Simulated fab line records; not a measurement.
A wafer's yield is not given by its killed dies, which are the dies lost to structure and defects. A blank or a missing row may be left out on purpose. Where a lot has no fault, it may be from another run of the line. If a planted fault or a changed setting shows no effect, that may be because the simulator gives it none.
fab line records ; flow n5_finfet ; part 2 of 2: steps 17 to 25 of 25
record lots=5; wafers=15; last_day=18
route steps=1938 shown MOL_CONTACT_COAG@576
lots untouched by any fault: they come from a run of this same line in which no faults occurred
start_h: hours from the record's opening day to when the first of the lot's shown wafers began ; wait_h: hours elapsed since this lot's preceding step ; " repeats the value in the row above ; L1.1+2: a row that stands for several wafers ; - no value, or no start was given ; * or withheld: withheld ; < > ~ a bound
route shown NAME@n: NAME is a module with steps in the file, n the number in the route of the first one ; usual: mean and standard deviation over wafers with no fault ; same: alike in all rows ; chamber/n: place in a boat ; sites: per-site readings ; _std_site: standard deviation of those values ; _edge_site: outer sites' mean less inner sites' ; radius_mm: for every site, how far away it sits from the centre of the wafer ; mask NAME#n: copy n ; behind: the tool/chamber that last shaped the wafer ; hold: why the lot went on hold/how many hours it stayed there/how the hold came to an end ; device: names the non-switching transistor (n, p or np) ; end of line: the same wafers' tests at the end of the route ; where a step has no rows: the recipe by itself ; killed: count of dies lost to structure and defects at first sort (not the wafer's yield) ; map: a wafer's dies, x killed, . not, _ none there
set.NAME: the setting the step ran with; set.NAME@STEP: the setting that earlier step ran with ; model.NAME: the simulator's own value behind a step, which no gauge read
lots at some steps of the route; a table a step, a row a wafer
services: when a tool's chamber went out of use (start_h, in hours from the record's first day, below 0 if earlier), for how many hours, and the reason
## steps
# step N5_MOL_CONTACT_COAG_CD_MEAS_137
# recipe target_cd_nm=16
# usual cd_nm=15.9/0.36
lot.wafer;tool;chamber;start_h;wait_h;cd_nm
L081.1;cd_sem-02;-;146.94;0.0;16.0
L081.2;cd_sem-02;-;146.94;0.0;16.4
L081.5;cd_sem-02;-;146.94;0.0;16.4
L082.3;cd_sem-03;-;147.26;0.0;16.1
L082.5;cd_sem-03;-;147.26;0.0;15.7
L082.6;cd_sem-03;-;147.26;0.0;16.3
L084.1;cd_sem-02;-;153.84;0.0;16.5
L084.2;cd_sem-02;-;153.84;0.0;16.2
L084.5;cd_sem-02;-;153.84;0.0;16.4
L086.2;cd_sem-03;-;170.73;0.0;16.2
L086.5;cd_sem-03;-;170.73;0.0;16.2
L086.6;cd_sem-03;-;170.73;0.0;16.3
L097.2;cd_sem-01;-;235.87;0.0;16.1
L097.4;cd_sem-01;-;235.87;0.0;16.3
L097.5;cd_sem-01;-;235.87;0.0;16.1
# step N5_MOL_CONTACT_COAG_COAT_62
# recipe resist=SOC; temp_c=250; time_s=60; spin_rpm=1500; resist_thk_nm=60
# usual dispense_pressure_kPa=48/5; resist_line_temp_C=23.01/0.095; spin_speed_rpm=1500.0/0.87
lot.wafer;tool;chamber;start_h;wait_h;dispense_pressure_kPa;resist_line_temp_C;spin_speed_rpm
L081.1;litho_track-01;0;146.97;0.0;55;23.08;1499.2
L081.2;litho_track-01;0;146.97;0.0;55;22.88;1500.0
L081.5;litho_track-01;0;146.97;0.0;55;22.91;1498.5
L082.3;litho_track-05;0;147.29;0.0;42;22.89;1499.5
L082.5;litho_track-05;0;147.29;0.0;42;23.01;1499.7
L082.6;litho_track-05;0;147.29;0.0;42;22.92;1500.1
L084.1;litho_track-04;0;153.88;0.0;46;22.77;1499.2
L084.2;litho_track-04;0;153.88;0.0;46;22.88;1499.5
L084.5;litho_track-04;0;153.88;0.0;46;22.85;1499.6
L086.2;litho_track-04;0;170.76;0.0;46;23.09;1499.5
L086.5;litho_track-04;0;170.76;0.0;46;23.11;1500.7
L086.6;litho_track-04;0;170.76;0.0;46;23.05;1500.9
L097.2;litho_track-04;0;235.90;0.0;46;23.06;1499.6
L097.4;litho_track-04;0;235.90;0.0;46;22.98;1499.7
L097.5;litho_track-04;0;235.90;0.0;46;22.91;1501.0
# step N5_MOL_CONTACT_COAG_COAT_63
# recipe resist=SiARC; temp_c=220; time_s=60; spin_rpm=1500; resist_thk_nm=10
# usual dispense_pressure_kPa=48/5; resist_line_temp_C=23.00/0.1; spin_speed_rpm=1499.8/0.89
lot.wafer;tool;chamber;start_h;wait_h;dispense_pressure_kPa;resist_line_temp_C;spin_speed_rpm
L081.1;litho_track-01;0;-;-;55;23.02;1500.9
L081.2;litho_track-01;0;-;-;55;22.95;1498.6
L081.5;litho_track-01;0;-;-;55;22.95;1499.2
L082.3;litho_track-05;0;-;-;42;22.90;1498.6
L082.5;litho_track-05;0;-;-;42;22.96;1498.8
L082.6;litho_track-05;0;-;-;42;22.88;1500.3
L084.1;litho_track-04;0;-;-;46;22.98;1500.0
L084.2;litho_track-04;0;-;-;46;22.82;1500.2
L084.5;litho_track-04;0;-;-;46;22.95;1499.5
L086.2;litho_track-04;0;-;-;46;22.90;1499.8
L086.5;litho_track-04;0;-;-;46;22.95;1498.7
L086.6;litho_track-04;0;-;-;46;22.82;1498.1
L097.2;litho_track-04;0;-;-;46;23.09;1498.6
L097.4;litho_track-04;0;-;-;46;22.96;1498.8
L097.5;litho_track-04;0;-;-;46;22.98;1499.6
# step N5_MOL_CONTACT_COAG_COAT_64
# recipe resist=underlayer; temp_c=205; time_s=60; spin_rpm=1500; resist_thk_nm=10
# usual dispense_pressure_kPa=48/5; resist_line_temp_C=23.01/0.1; spin_speed_rpm=1500.1/0.93
lot.wafer;tool;chamber;start_h;wait_h;dispense_pressure_kPa;resist_line_temp_C;spin_speed_rpm
L081.1;litho_track-01;0;-;-;55;23.12;1501.1
L081.2;litho_track-01;0;-;-;55;23.11;1499.6
L081.5;litho_track-01;0;-;-;55;23.14;1499.3
L082.3;litho_track-05;0;-;-;42;23.10;1499.9
L082.5;litho_track-05;0;-;-;42;22.88;1501.0
L082.6;litho_track-05;0;-;-;42;22.88;1500.8
L084.1;litho_track-04;0;-;-;46;22.99;1499.2
L084.2;litho_track-04;0;-;-;46;22.90;1500.0
L084.5;litho_track-04;0;-;-;46;22.89;1500.4
L086.2;litho_track-04;0;-;-;46;23.01;1500.6
L086.5;litho_track-04;0;-;-;46;22.96;1501.4
L086.6;litho_track-04;0;-;-;46;22.97;1500.7
L097.2;litho_track-04;0;-;-;46;22.89;1498.9
L097.4;litho_track-04;0;-;-;46;22.99;1500.4
L097.5;litho_track-04;0;-;-;46;23.09;1499.9
# step N5_MOL_CONTACT_COAG_COAT_34
# recipe resist=CAR-EUV; spin_rpm=1500; resist_thk_nm=40
# usual dispense_pressure_kPa=47/5; resist_line_temp_C=23.01/0.1; spin_speed_rpm=1500.1/0.85
lot.wafer;tool;chamber;start_h;wait_h;dispense_pressure_kPa;resist_line_temp_C;spin_speed_rpm
L081.1;litho_track-01;0;-;-;55;22.90;1498.7
L081.2;litho_track-01;0;-;-;55;23.06;1499.3
L081.5;litho_track-01;0;-;-;55;22.95;1500.2
L082.3;litho_track-05;0;-;-;42;23.08;1499.3
L082.5;litho_track-05;0;-;-;42;22.98;1501.1
L082.6;litho_track-05;0;-;-;42;22.92;1500.3
L084.1;litho_track-04;0;-;-;46;22.84;1499.1
L084.2;litho_track-04;0;-;-;46;23.03;1499.1
L084.5;litho_track-04;0;-;-;46;22.99;1499.8
L086.2;litho_track-04;0;-;-;46;22.94;1501.5
L086.5;litho_track-04;0;-;-;46;22.85;1500.7
L086.6;litho_track-04;0;-;-;46;22.94;1499.8
L097.2;litho_track-04;0;-;-;46;22.95;1501.6
L097.4;litho_track-04;0;-;-;46;22.95;1500.6
L097.5;litho_track-04;0;-;-;46;22.79;1500.1
# step N5_MOL_CONTACT_COAG_EBR_36
# recipe solvent=PGMEA; ebr_width_mm=1.5
# usual resist_line_temp_C=23.03/0.1
lot.wafer;tool;chamber;start_h;wait_h;resist_line_temp_C
L081.1;litho_track-01;0;-;-;23.00
L081.2;litho_track-01;0;-;-;23.09
L081.5;litho_track-01;0;-;-;23.06
L082.3;litho_track-05;0;-;-;23.00
L082.5;litho_track-05;0;-;-;22.96
L082.6;litho_track-05;0;-;-;23.11
L084.1;litho_track-04;0;-;-;22.84
L084.2;litho_track-04;0;-;-;23.09
L084.5;litho_track-04;0;-;-;23.08
L086.2;litho_track-04;0;-;-;23.03
L086.5;litho_track-04;0;-;-;23.04
L086.6;litho_track-04;0;-;-;23.02
L097.2;litho_track-04;0;-;-;22.91
L097.4;litho_track-04;0;-;-;23.33
L097.5;litho_track-04;0;-;-;23.14
# step N5_MOL_CONTACT_COAG_SOFTBAKE_35
# recipe temp_c=110; time_s=60; resist=CAR-EUV
# usual resist_line_temp_C=23.02/0.089
lot.wafer;tool;chamber;start_h;wait_h;resist_line_temp_C
L081.1;litho_track-01;0;-;-;23.01
L081.2;litho_track-01;0;-;-;22.92
L081.5;litho_track-01;0;-;-;23.03
L082.3;litho_track-05;0;-;-;22.92
L082.5;litho_track-05;0;-;-;23.07
L082.6;litho_track-05;0;-;-;22.96
L084.1;litho_track-04;0;-;-;23.02
L084.2;litho_track-04;0;-;-;23.08
L084.5;litho_track-04;0;-;-;22.99
L086.2;litho_track-04;0;-;-;23.13
L086.5;litho_track-04;0;-;-;22.93
L086.6;litho_track-04;0;-;-;23.01
L097.2;litho_track-04;0;-;-;22.84
L097.4;litho_track-04;0;-;-;22.91
L097.5;litho_track-04;0;-;-;22.99
# step N5_MOL_CONTACT_COAG_EXPOSE_37
# recipe mask_id=VD; na=0.33; source_shape=annular; sigma_inner=0.3; sigma_outer=0.7; polarization=unpolarized; defocus_nm=0; dose_mj=62
# same na=0.33
lot.wafer;tool;chamber;start_h;wait_h;mask
L081.1+2+5;euv_scanner-02;0;147.11;-;VD#0
L082.3+5+6;euv_scanner-02;0;147.45;-;VD#0
L084.1+2+5;euv_scanner-02;0;154.02;-;VD#0
L086.2+5+6;euv_scanner-02;0;170.91;-;VD#0
L097.2+4+5;euv_scanner-02;0;236.05;-;VD#0
# step N5_MOL_CONTACT_COAG_PEB_38
# recipe peb_temp_c=100; peb_time_s=60; resist=CAR-EUV
# usual resist_line_temp_C=23.01/0.1
lot.wafer;tool;chamber;start_h;wait_h;resist_line_temp_C
L081.1;litho_track-04;0;147.19;0.1;23.21
L081.2;litho_track-04;0;147.19;0.1;23.12
L081.5;litho_track-04;0;147.19;0.1;23.16
L082.3;litho_track-01;0;147.51;0.1;22.83
L082.5;litho_track-01;0;147.51;0.1;22.86
L082.6;litho_track-01;0;147.51;0.1;22.86
L084.1;litho_track-01;0;154.10;0.1;22.95
L084.2;litho_track-01;0;154.10;0.1;23.01
L084.5;litho_track-01;0;154.10;0.1;22.97
L086.2;litho_track-01;0;170.98;0.1;23.05
L086.5;litho_track-01;0;170.98;0.1;22.90
L086.6;litho_track-01;0;170.98;0.1;23.00
L097.2;litho_track-04;0;236.12;0.1;23.11
L097.4;litho_track-04;0;236.12;0.1;23.13
L097.5;litho_track-04;0;236.12;0.1;22.97
## services
tool;chamber;start_h;hours;kind
euv_scanner-02;-;145.82;1.0;pm
euv_scanner-02;-;156.89;4.6;pm
rie_diel-04;0;163.15;-;clean
rie_diel-04;0;163.15;-;consumable_replace:focus_ring
rie_diel-04;0;163.15;21.2;scheduled_down
rie_diel-04;0;163.15;21.2;vent_cycle
rie_diel-04;2;165.46;6.9;repair
plasma_asher-01;-;170.20;11.7;repair
ald_sin-01;-;178.05;14.0;pm
euv_scanner-02;-;201.99;1.0;pm
plasma_asher-02;-;203.15;3.0;repair
rie_diel-05;2;206.62;-;clean
rie_diel-05;2;206.62;-;consumable_replace:focus_ring
rie_diel-05;2;206.62;23.4;scheduled_down
rie_diel-05;2;206.62;23.4;vent_cycle
ald_sin-04;-;210.37;2.8;pm
rie_diel-04;0;212.51;4.9;repair
rie_diel-04;2;214.43;1.4;repair
rie_diel-04;2;217.64;-;clean
rie_diel-04;2;217.64;-;consumable_replace:focus_ring
rie_diel-04;2;217.64;18.5;scheduled_down
rie_diel-04;2;217.64;18.5;vent_cycle
ald_sin-04;-;219.39;0.8;repair
ald_sin-01;2;226.88;7.2;repair
